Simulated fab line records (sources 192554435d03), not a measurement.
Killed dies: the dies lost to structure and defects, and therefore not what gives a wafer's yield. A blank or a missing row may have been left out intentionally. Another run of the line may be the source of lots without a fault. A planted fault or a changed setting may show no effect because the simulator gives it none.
Matching of chambers / flow n5Finfet / rieDiel-03 running N5_BEOL_M13_DESCUM_15: 3 sister chambers
The step chemistry O2, time 7.9 s. 3 wafers are shown with their chamber, then 7 later ones without.

WAFERS WITH THEIR CHAMBER
wafer=L092.1; chamber=2; drypumpMotorCurrentA (A)=6.6
wafer=L092.2; chamber=3; drypumpMotorCurrentA (A)=5.5
wafer=L092.3; chamber=0; drypumpMotorCurrentA (A)=6.5

WAFERS WITH NO CHAMBER GIVEN
wafer=L095.1; drypumpMotorCurrentA (A)=6.5
wafer=L095.3; drypumpMotorCurrentA (A)=5.4
wafer=L095.6; drypumpMotorCurrentA (A)=6.6
wafer=L094.3; drypumpMotorCurrentA (A)=6.6
wafer=L094.6; drypumpMotorCurrentA (A)=6.5
wafer=L097.1; drypumpMotorCurrentA (A)=6.5
wafer=L097.3; drypumpMotorCurrentA (A)=5.4

CHAMBER TAKEN BY EACH
wafer=L095.1; from the rows above=can't be placed: 0 or 2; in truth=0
wafer=L095.3; from the rows above=3; in truth=3
wafer=L095.6; from the rows above=can't be placed: 2 or 0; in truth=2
wafer=L094.3; from the rows above=can't be placed: 2 or 0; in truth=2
wafer=L094.6; from the rows above=can't be placed: 0 or 2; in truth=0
wafer=L097.1; from the rows above=can't be placed: 0 or 2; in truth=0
wafer=L097.3; from the rows above=3; in truth=3
Correct placement for 2 of the 7. Cannot be placed on the basis of these rows: 5; the candidates contain the true chamber in 5. Wrongly placed: 0.
How it was worked out, from the rows above alone: a wafer's distance from a chamber is the root of the sum, over the readings, of the square of ((its reading less the chamber's mean) divided by the reading's scatter). If the next closest chamber is less than 2 further off than the closest, the wafer can't be placed; otherwise it belongs to the closest. For every chamber, the mean is computed from those of its wafers that are shown. The scatter (one wafer shown for each chamber): square how far every hidden wafer sits from the nearest shown wafer, average those squares and take the square root.
